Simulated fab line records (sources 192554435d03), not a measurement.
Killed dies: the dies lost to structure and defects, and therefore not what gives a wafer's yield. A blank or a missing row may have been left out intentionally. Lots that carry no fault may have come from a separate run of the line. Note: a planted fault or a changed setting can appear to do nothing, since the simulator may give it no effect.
A lot that was struck, set against a sound lot | flow n5Finfet | 44 steps out of a route of 1938
Sound: the wafers L941.1, L941.3, L941.5. Struck: wafer L954.6. (L954.3, L954.4 of the same lot were not struck and are left out.) The cause comes at the end.
At each step with rows: each side's tool, then ch and its chambers, then its first start. Under that, the readings that differ: sound wafers | struck wafers | difference of the means | sigmas: that difference in standard deviations of wafers without a fault.
alike: readings with means less than 2 such deviations apart, plus words and numbers identical on both sides. not compared: withheld readings, readings lacking a value on some wafer, bounds such as >300 that could conceal the same value, and numbers that have no deviation in the record and whose values overlap.
The two part at a step that has a row with sigmas, a row that says differs or no value, or rows on one side only. Numbers that have no deviation but don't overlap get no sigmas and don't part them. A reading missing from all wafers of one side parts the sides only when that side holds two or more wafers.

N5_PASSIVATION_OVL_MEAS_60:
  sound on overlay-01 ch 0, day 12 22:50; struck on overlay-02 ch 0, day 17 19:32
  alike: TV_OVL
N5_PASSIVATION_INSPECT_61: inspects for defects (macro).
  struck on defectInspect-02, day 17 19:34; sound on defectInspect-01, day 12 22:51
  alike: rawDefectCount
then, 1 step without rows for these wafers: N5_PASSIVATION_DESCUM_12 (chemistry O2, time 7.9 s).
N5_PASSIVATION_PASS_ETCH_74: etches SiNx in CF4/O2, target depth 220 nm, time 110 s.
  sound on rieDiel-02 ch 1,2, day 12 23:06; struck on rieDiel-05 ch 1, day 17 19:40
  alike: drypumpMotorCurrentA, oesProductAu, rfVppV, showerheadPlenumPTorr, throttleValvePct
  not compared: rfHoursCounterH
then, 6 steps without rows for these wafers: N5_PASSIVATION_VIA_ETCH_13 (etches SiO2 in CHF3/O2, target depth 660 nm, time 330 s); N5_PASSIVATION_STRIP_14 (strips in O2); N5_PASSIVATION_ETCH_15 (etches SiCN in CF4/N2, target depth 75 nm, time 81.2 s); N5_PASSIVATION_STRIP_73 (strips in post etch residue remover, time 60 s); N5_PASSIVATION_SRD_17 (time 30 s, dry time 30 s); N5_PASSIVATION_DEGAS_18 (time 60 s).
N5_PASSIVATION_PRE_CLEAN_19:
  struck on pvdSputter-01, day 17 20:33; sound on pvdSputter-01, day 13 00:06
  alike: heaterPowerW
N5_PASSIVATION_SPUTTER_20: material TaN, target thk 50 nm.
  struck on pvdSputter-01, day 17 20:35; sound on pvdSputter-01, day 13 00:08
  alike: chamberPressurePa, throttleValvePct
N5_PASSIVATION_AL_DEP_21: deposits Al, target thk 2800 nm, time 170 s.
  struck on pvdSputter-01, day 17 20:41; sound on pvdSputter-01, day 13 00:14
reading                                      | sound          | struck | difference | sigmas
model.Al_of_PASSIVATION_AL_DEP_21.thkNm (nm) | 2797 2765 2775 | 2492   | -287       | 
  alike: chamberPressurePa, throttleValvePct
then, 8 steps without rows for these wafers: N5_PASSIVATION_HMDS_23 (time 60 s); N5_PASSIVATION_COAT_24; N5_PASSIVATION_EBR_26; N5_PASSIVATION_SOFTBAKE_25 (time 90 s); N5_PASSIVATION_EXPOSE_27 (exposes mask PAD, defocus 0 nm); N5_PASSIVATION_PEB_28; N5_PASSIVATION_DEVELOP_29 (develop time 60 s); N5_PASSIVATION_HARDBAKE_31 (time 120 s).
N5_PASSIVATION_CD_MEAS_30: target cd 4000 nm.
  sound on cdSem-01 ch 0, day 13 00:46; struck on cdSem-02 ch 0, day 17 21:10
  alike: cdNm
N5_PASSIVATION_OVL_MEAS_63:
  sound on overlay-02 ch 0, day 13 00:48; struck on overlay-01 ch 0, day 17 21:11
  alike: PAD_OVL
N5_PASSIVATION_INSPECT_64: inspects for defects (macro).
  struck on defectInspect-01, day 17 21:13; sound on defectInspect-01, day 13 00:50
  alike: rawDefectCount
N5_PASSIVATION_DESCUM_32: chemistry O2, time 7.9 s.
  sound on rieDiel-04 ch 0,2, day 13 00:53; struck on rieDiel-06 ch 2, day 17 21:15
  alike: drypumpMotorCurrentA, oesProductAu, rfVppV, showerheadPlenumPTorr, throttleValvePct
  not compared: rfHoursCounterH
then, 7 steps without rows for these wafers: N5_PASSIVATION_AL_ETCH_33 (etches Al in Cl2/BCl3, stops on TaN, target depth 2800 nm, time 466.7 s); N5_PASSIVATION_ETCH_59 (etches TaN in Cl2/BCl3, target depth 65 nm, time 34.9 s); N5_PASSIVATION_STRIP_34 (strips in O2); N5_PASSIVATION_STRIP_51 (strips in post etch residue remover, time 1200 s); N5_PASSIVATION_CLEAN_69 (cleans in IPA, time 180 s); N5_PASSIVATION_SRD_70 (time 30 s); N5_PASSIVATION_PECVD_53 (deposits SiO2 from TEOS/O2, target thk 800 nm, time 169.4 s).
N5_PASSIVATION_PECVD_35: deposits SiNx from SiH4/NH3/N2, target thk 700 nm, time 151.3 s.
  sound on pecvd-03 ch 1,2, day 13 02:11; struck on pecvd-03 ch 0, day 17 22:32
  alike: heaterPowerW, showerheadPlenumPTorr, throttleValvePct
then, 8 steps without rows for these wafers: N5_PASSIVATION_HMDS_37 (time 60 s); N5_PASSIVATION_COAT_38; N5_PASSIVATION_EBR_40; N5_PASSIVATION_SOFTBAKE_39 (time 120 s); N5_PASSIVATION_EXPOSE_41 (exposes mask PASS OPEN, defocus 0 nm, target cd 40000 nm); N5_PASSIVATION_PEB_42; N5_PASSIVATION_DEVELOP_43 (develop time 60 s); N5_PASSIVATION_HARDBAKE_45 (time 120 s).
N5_PASSIVATION_CD_MEAS_44: target cd 40000 nm.
  sound on cdSem-01 ch 0, day 13 02:45; struck on cdSem-01 ch 0, day 17 22:58
  alike: cdNm
N5_PASSIVATION_STRIP_52: strips in post etch residue remover, time 1200 s.
  sound on wetBench-06 ch 0,1,5, day 13 03:42; struck on wetBench-06 ch 6, day 17 23:40
reading                                      | sound          | struck | difference | sigmas
model.Al_of_PASSIVATION_AL_DEP_21.thkNm (nm) | 2782 2750 2760 | 2477   | -287       | 
N5_PASSIVATION_PROBE_49:
  struck on prober-02, day 18 02:21; sound on prober-01, day 13 06:07
  alike: defectLimitedYield, killed_at_M0_to_M3, killed_at_M4_up, killedAtContacts, killedAtFrontEnd, killedAtOther, killedDies, killedOpen, killedShort, sort_bin_5_function, sort_bin_6_memory, sort_bin_8_speed, sortNPass, sortYieldPct

## WHERE THEY PART
Nowhere in this record.

WHY: the cause the simulator had injected
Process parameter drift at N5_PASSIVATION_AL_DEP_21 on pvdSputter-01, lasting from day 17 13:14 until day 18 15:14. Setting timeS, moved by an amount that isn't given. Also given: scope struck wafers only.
